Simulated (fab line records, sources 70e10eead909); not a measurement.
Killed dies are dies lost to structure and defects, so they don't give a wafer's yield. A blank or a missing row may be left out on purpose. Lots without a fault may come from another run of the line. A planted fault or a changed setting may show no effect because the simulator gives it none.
Which tool did it? | flow nand_harc | 11 lots, 33 wafers sampled, at 6 steps of a route of 1302

WHAT THE GAUGES READ, wafer by wafer
NHARC_P_ZERO_WELL_CD_MEAS_24: target cd 720 nm. Usual: cd_nm 721.4 nm, standard deviation 2.2.
lot  | measured     | on        | cd_nm (nm)        | flag
L107 | day 2 18:28  | cd_sem-02 | 721.9 723.1 720.9 |
L108 | day 3 04:27  | cd_sem-02 | 720.6 720.2 716.4 |
L109 | day 3 14:37  | cd_sem-02 | - - -             | OFF
L113 | day 5 07:07  | cd_sem-02 | 721.5 721.1 721.8 |
L118 | day 7 08:31  | cd_sem-02 | 723.2 722.8 721.4 |
L120 | day 8 05:12  | cd_sem-03 | 721.5 726.3 721.4 |
L122 | day 9 00:35  | cd_sem-02 | 720.7 719.5 720.8 |
L123 | day 9 10:28  | cd_sem-03 | 724.1 720.1 724.7 |
L124 | day 9 20:28  | cd_sem-02 | 720.5 721.2 720.1 |
L125 | day 10 06:35 | cd_sem-02 | 722.1 723.9 723.1 |
L126 | day 10 16:28 | cd_sem-02 | 719.8 721.2 721.5 |

NHARC_END_SORT_01. Usual: killed_at_array 63, standard deviation 27; killed_at_other 0.7, standard deviation 1.2; killed_at_periphery 3.1, standard deviation 2; killed_dies 67, standard deviation 28; killed_open 3.0, standard deviation 1.9; killed_short 2.2, standard deviation 1.5.
lot  | measured     | on        | killed_at_array | killed_at_other | killed_at_periphery | killed_dies | killed_open | killed_short | flag
L109 | day 25 14:33 | prober-01 | 108 103 101     | 0 0 0           | 569 574 576         | 677 677 677 | 3 1 0       | 4 3 1        | OFF

WHICH TOOL RAN EACH LOT (tool, then ch and the chambers of the sampled wafers, then the start)
lot  | NHARC_P_ZERO_WELL_DESCUM_13        | NHARC_P_ZERO_WELL_ETCH_63        | NHARC_P_ZERO_WELL_EXPOSE_21       | NHARC_P_ZERO_WELL_DESCUM_39
L107 | rie_diel-03 ch 0,3, day 2 17:24    | rie_si-02 ch 0,2, day 2 17:40    | krf_scanner-02 ch 0, day 2 18:19  | rie_diel-13 ch 0,2,3, day 2 20:16
L108 | rie_diel-12 ch 0,1,2, day 3 03:16  | rie_si-05 ch 0,1,2, day 3 03:32  | krf_scanner-04 ch 0, day 3 04:18  | rie_diel-03 ch 1,2,3, day 3 06:07
L109 | rie_diel-12 ch 0,1,2, day 3 13:29  | rie_si-02 ch 2,3, day 3 13:46    | krf_scanner-04 ch 0, day 3 14:28  | rie_diel-13 ch 0,1, day 3 16:25
L113 | rie_diel-13 ch 1,3, day 5 05:40    | rie_si-03 ch 0,3, day 5 06:12    | krf_scanner-03 ch 0, day 5 06:57  | rie_diel-12 ch 0,1,3, day 5 08:56
L118 | rie_diel-12 ch 0,2,3, day 7 07:20  | rie_si-02 ch 0,1, day 7 07:44    | krf_scanner-03 ch 0, day 7 08:22  | rie_diel-03 ch 0,1, day 7 10:20
L120 | rie_diel-03 ch 0,3, day 8 03:59    | rie_si-05 ch 0,1,2, day 8 04:19  | krf_scanner-04 ch 0, day 8 05:02  | rie_diel-13 ch 2,3, day 8 06:59
L122 | rie_diel-13 ch 0,1,3, day 8 23:25  | rie_si-03 ch 0,1, day 8 23:39    | krf_scanner-04 ch 0, day 9 00:26  | rie_diel-13 ch 0,3, day 9 02:23
L123 | rie_diel-12 ch 0,1,2, day 9 09:25  | rie_si-05 ch 0,1, day 9 09:40    | krf_scanner-04 ch 0, day 9 10:18  | rie_diel-12 ch 2,3, day 9 12:20
L124 | rie_diel-03 ch 2,3, day 9 19:25    | rie_si-03 ch 1,2, day 9 19:41    | krf_scanner-04 ch 0, day 9 20:19  | rie_diel-13 ch 1,2,3, day 9 22:11
L125 | rie_diel-12 ch 0,1,2, day 10 05:25 | rie_si-02 ch 1,2,3, day 10 05:40 | krf_scanner-03 ch 0, day 10 06:25 | rie_diel-12 ch 0,1,3, day 10 08:22
L126 | rie_diel-12 ch 0,1, day 10 15:16   | rie_si-03 ch 1,2,3, day 10 15:32 | krf_scanner-04 ch 0, day 10 16:18 | rie_diel-12 ch 0,2,3, day 10 19:59
- NHARC_P_ZERO_WELL_DESCUM_13: chemistry O2, time 3 s.
- NHARC_P_ZERO_WELL_ETCH_63: etches the open film in HBr/Cl2, target depth 120 nm, time 40.1 s.
- NHARC_P_ZERO_WELL_EXPOSE_21: exposes mask P NWELL, target cd 720 nm.
- NHARC_P_ZERO_WELL_DESCUM_39: chemistry O2, time 3 s.

WHAT THE TOOLS THEMSELVES READ (means of the sampled wafers that have a number; where no wafer has one, the mark that the record gives instead)
NHARC_P_ZERO_WELL_DESCUM_13. Usual: drypump_motor_current_A 5.9 A, standard deviation 0.33; oes_product_au 1.002 a.u., standard deviation 0.012; rf_vpp_V 57.6 V, standard deviation 0.91; showerhead_plenum_p_Torr 1.91 Torr, standard deviation 0.079; throttle_valve_pct 11.312 %, standard deviation 0.0086.
lot  | tool        | drypump_motor_current_A (A) | oes_product_au (a.u.) | rf_vpp_V (V) | showerhead_plenum_p_Torr (Torr) | throttle_valve_pct (%) | flag
L107 | rie_diel-03 | 6.0                         | 0.998                 | 58.0         | 2.01                            | 11.313                 |
L108 | rie_diel-12 | 5.7                         | 1.002                 | 57.5         | 1.91                            | 11.314                 |
L109 | rie_diel-12 | 5.7                         | 1.000                 | 57.3         | 1.91                            | 11.313                 |
L113 | rie_diel-13 | 5.8                         | 1.014                 | 57.6         | 1.80                            | 11.323                 |
L118 | rie_diel-12 | 5.7                         | 1.003                 | 57.4         | 1.95                            | 11.317                 |
L120 | rie_diel-03 | 6.0                         | 1.020                 | 58.0         | 1.94                            | 11.308                 |
L122 | rie_diel-13 | 6.1                         | 0.998                 | 56.8         | 1.85                            | 11.310                 |
L123 | rie_diel-12 | 5.7                         | 1.003                 | 57.9         | 1.90                            | 11.320                 |
L124 | rie_diel-03 | 5.9                         | 1.011                 | 58.5         | 1.98                            | 11.314                 |
L125 | rie_diel-12 | 5.7                         | 1.001                 | 56.8         | 1.90                            | 11.304                 |
L126 | rie_diel-12 | 5.8                         | 0.999                 | 57.7         | 1.89                            | 11.309                 |

NHARC_P_ZERO_WELL_ETCH_63. Usual: drypump_motor_current_A 5.8 A, standard deviation 0.48; oes_product_au 1.004 a.u., standard deviation 0.013; throttle_valve_pct 26.406 %, standard deviation 0.0085.
lot  | tool      | drypump_motor_current_A (A) | oes_product_au (a.u.) | throttle_valve_pct (%) | flag
L107 | rie_si-02 | 5.8                         | 1.003                 | 26.403                 |
L108 | rie_si-05 | 5.5                         | 0.999                 | 26.398                 |
L109 | rie_si-02 | 5.1                         | 0.980                 | 26.395                 |
L113 | rie_si-03 | 6.0                         | 1.009                 | 26.405                 |
L118 | rie_si-02 | 6.2                         | 1.007                 | 26.408                 |
L120 | rie_si-05 | 5.5                         | 1.008                 | 26.410                 |
L122 | rie_si-03 | 5.9                         | 1.009                 | 26.415                 |
L123 | rie_si-05 | 5.7                         | 1.005                 | 26.404                 |
L124 | rie_si-03 | 6.5                         | 1.010                 | 26.401                 |
L125 | rie_si-02 | 5.5                         | 1.003                 | 26.410                 |
L126 | rie_si-03 | 6.2                         | 1.006                 | 26.405                 |

NHARC_P_ZERO_WELL_DESCUM_39. Usual: drypump_motor_current_A 5.9 A, standard deviation 0.32; oes_product_au 1.002 a.u., standard deviation 0.0099; rf_vpp_V 57.8 V, standard deviation 0.94; showerhead_plenum_p_Torr 1.90 Torr, standard deviation 0.079; throttle_valve_pct 11.312 %, standard deviation 0.0088.
lot  | tool        | drypump_motor_current_A (A) | oes_product_au (a.u.) | rf_vpp_V (V) | showerhead_plenum_p_Torr (Torr) | throttle_valve_pct (%) | flag
L107 | rie_diel-13 | 6.1                         | 1.008                 | 57.9         | 1.92                            | 11.308                 |
L108 | rie_diel-03 | 6.0                         | 1.000                 | 57.2         | 1.91                            | 11.311                 |
L109 | rie_diel-13 | 6.3                         | 0.989                 | 58.4         | 1.93                            | 11.314                 |
L113 | rie_diel-12 | 5.8                         | 0.994                 | 57.0         | 1.94                            | 11.311                 |
L118 | rie_diel-03 | 6.2                         | 1.002                 | 56.6         | 1.86                            | 11.311                 |
L120 | rie_diel-13 | 6.2                         | 1.005                 | 58.1         | 1.88                            | 11.312                 |
L122 | rie_diel-13 | 6.1                         | 1.013                 | 58.2         | 1.92                            | 11.319                 |
L123 | rie_diel-12 | 5.5                         | 1.004                 | 58.2         | 1.91                            | 11.305                 |
L124 | rie_diel-13 | 6.2                         | 1.006                 | 57.4         | 1.83                            | 11.318                 |
L125 | rie_diel-12 | 5.8                         | 1.003                 | 58.0         | 1.93                            | 11.313                 |
L126 | rie_diel-12 | 5.7                         | 1.002                 | 58.0         | 1.94                            | 11.309                 |

THE ANSWER, worked out from the rows above alone
Rule: a lot is off if the mean of its wafers that have a number lies more than 3 standard deviations from the usual mean. A lot without any number at a reading at which 4 lots or more have one is off too. The other lots that the step has rows for count as sound. The gauges are gone through in route order, then the tools' own readings, and for those a lot's mean is taken as printed above. The first step at which some lot is off is used, and at that step the reading that is off furthest; a lot without a number counts as furthest.
Off: L109, at NHARC_P_ZERO_WELL_CD_MEAS_24 (cd_nm). Without a number there: L109.
A tool fits if, at a process step before that reading, it ran every lot that is off, and no sound lot after the first of them. The gauges at NHARC_P_ZERO_WELL_CD_MEAS_24 aren't tried: what is off there is off at NHARC_END_SORT_01 too, on other tools, and a gauge's error can't cause that. None of those tried fits.

WHAT THE SIMULATOR HAD PUT IN
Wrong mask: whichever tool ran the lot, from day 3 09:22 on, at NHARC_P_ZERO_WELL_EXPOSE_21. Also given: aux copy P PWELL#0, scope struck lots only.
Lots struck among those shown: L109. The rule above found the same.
